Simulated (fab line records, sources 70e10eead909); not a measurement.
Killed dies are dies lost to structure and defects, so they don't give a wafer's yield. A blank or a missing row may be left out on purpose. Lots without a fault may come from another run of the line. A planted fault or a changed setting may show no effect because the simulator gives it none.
A struck lot beside a sound one | flow nand_harc | 14 steps out of a route of 1159
Sound: wafers L337.3, L337.4, L337.5. Struck: wafers L325.1, L325.3, L325.6. The cause comes at the end.
At each step with rows: each side's tool, then ch and its chambers, then its first start. Under that, the readings that differ: sound wafers | struck wafers | difference of the means | sigmas: that difference in standard deviations of wafers without a fault.
alike: readings whose means differ by less than 2 such deviations, and words and numbers that are the same on both sides. not compared: withheld readings, readings that some wafer has no value for, bounds like >300 that may hide the same value, and numbers for which the record gives no deviation and whose values overlap.
The two part at a step that has a row with sigmas, a row that says differs or no value, or rows on one side only. Numbers that don't overlap but have no deviation are shown without sigmas and don't part them. A reading that every wafer of one side lacks parts them only if that side has two wafers or more.

first, 4 steps without rows for these wafers: NHARC_A_BONDPAD_EBR_05; NHARC_A_BONDPAD_EXPOSE_06 (exposes mask A BPAD); NHARC_A_BONDPAD_PEB_07 (peb time 80 s); NHARC_A_BONDPAD_DEVELOP_08 (time 50 s).
NHARC_A_BONDPAD_CD_MEAS_09: target cd 500 nm.
  sound on cd_sem-02 ch 0, day 21 22:14; struck on cd_sem-03 ch 0, day 18 11:41
  alike: cd_nm
NHARC_A_BONDPAD_OVL_MEAS_35:
  sound on overlay-02, day 21 22:19; struck on overlay-01, day 18 11:46
  alike: overlay_x_nm, overlay_y_nm
then, 1 step without rows for these wafers: NHARC_A_BONDPAD_HARDBAKE_10 (time 65 s).
NHARC_A_BONDPAD_DESCUM_11: chemistry O2, time 3 s.
  sound on rie_diel-10 ch 0,1,2, day 21 22:26; struck on rie_diel-10 ch 0,1,2, day 18 11:54
  alike: drypump_motor_current_A, oes_product_au, rf_vpp_V, showerhead_plenum_p_Torr, throttle_valve_pct
  not compared: rf_hours_counter_h
NHARC_A_BONDPAD_ETCH_34: etches the open film in N2/H2, target depth 60 nm, overetch 18 nm, time 65.91 s.
  sound on rie_diel-10 ch 2,3, day 21 22:31; struck on rie_diel-10 ch 1,2, day 18 11:59
  reading    | sound             | struck            | difference | sigmas
  bias_w (W) | 149.5 149.5 148.8 | 150.0 150.8 150.6 | +1.2       | +2
  alike: chamber_pressure_mTorr, drypump_motor_current_A, oes_product_au, rf_vpp_V, showerhead_plenum_p_Torr, throttle_valve_pct
  not compared: rf_hours_counter_h
NHARC_A_BONDPAD_ETCH_12: etches the open film in CHF3/O2, target depth 220 nm, time 110 s.
  sound on rie_diel-10 ch 1,3; struck on rie_diel-10 ch 1,3
  alike: bias_w, chamber_pressure_mTorr, chf3_flow_sccm, drypump_motor_current_A, oes_product_au, rf_vpp_V, showerhead_plenum_p_Torr, throttle_valve_pct
  not compared: rf_hours_counter_h
NHARC_A_BONDPAD_CD_MEAS_13:
  sound on cd_sem-03, day 21 22:46; struck on cd_sem-03, day 18 12:13
  alike: cd_nm
NHARC_A_BONDPAD_STRIP_15: strips in O2.
  sound on rie_diel-10 ch 1,2,3, day 21 22:50; struck on rie_diel-10 ch 1,3, day 18 12:17
  alike: drypump_motor_current_A, oes_product_au, rf_vpp_V, showerhead_plenum_p_Torr, throttle_valve_pct
  not compared: rf_hours_counter_h
NHARC_A_BONDPAD_ETCH_24: etches the open film in CF4/N2, target depth 30 nm, time 72.99 s.
  sound on rie_diel-10 ch 1,2, day 21 22:59; struck on rie_diel-10 ch 0,1,2, day 18 12:27
  no value came back on the struck wafers for any of 8 readings (bias_w (W), cf4_flow_sccm (sccm) and others); on the sound wafers bias_w (W) reads 100.0 99.7 100.4
  not compared: rf_hours_counter_h
then, 1 step without rows for these wafers: NHARC_A_BONDPAD_STRIP_16 (strips in post etch residue remover, time 600 s).

WHERE THEY PART
First at NHARC_A_BONDPAD_ETCH_34; last, within this record, at NHARC_A_BONDPAD_ETCH_24.

WHY: what the simulator had put in
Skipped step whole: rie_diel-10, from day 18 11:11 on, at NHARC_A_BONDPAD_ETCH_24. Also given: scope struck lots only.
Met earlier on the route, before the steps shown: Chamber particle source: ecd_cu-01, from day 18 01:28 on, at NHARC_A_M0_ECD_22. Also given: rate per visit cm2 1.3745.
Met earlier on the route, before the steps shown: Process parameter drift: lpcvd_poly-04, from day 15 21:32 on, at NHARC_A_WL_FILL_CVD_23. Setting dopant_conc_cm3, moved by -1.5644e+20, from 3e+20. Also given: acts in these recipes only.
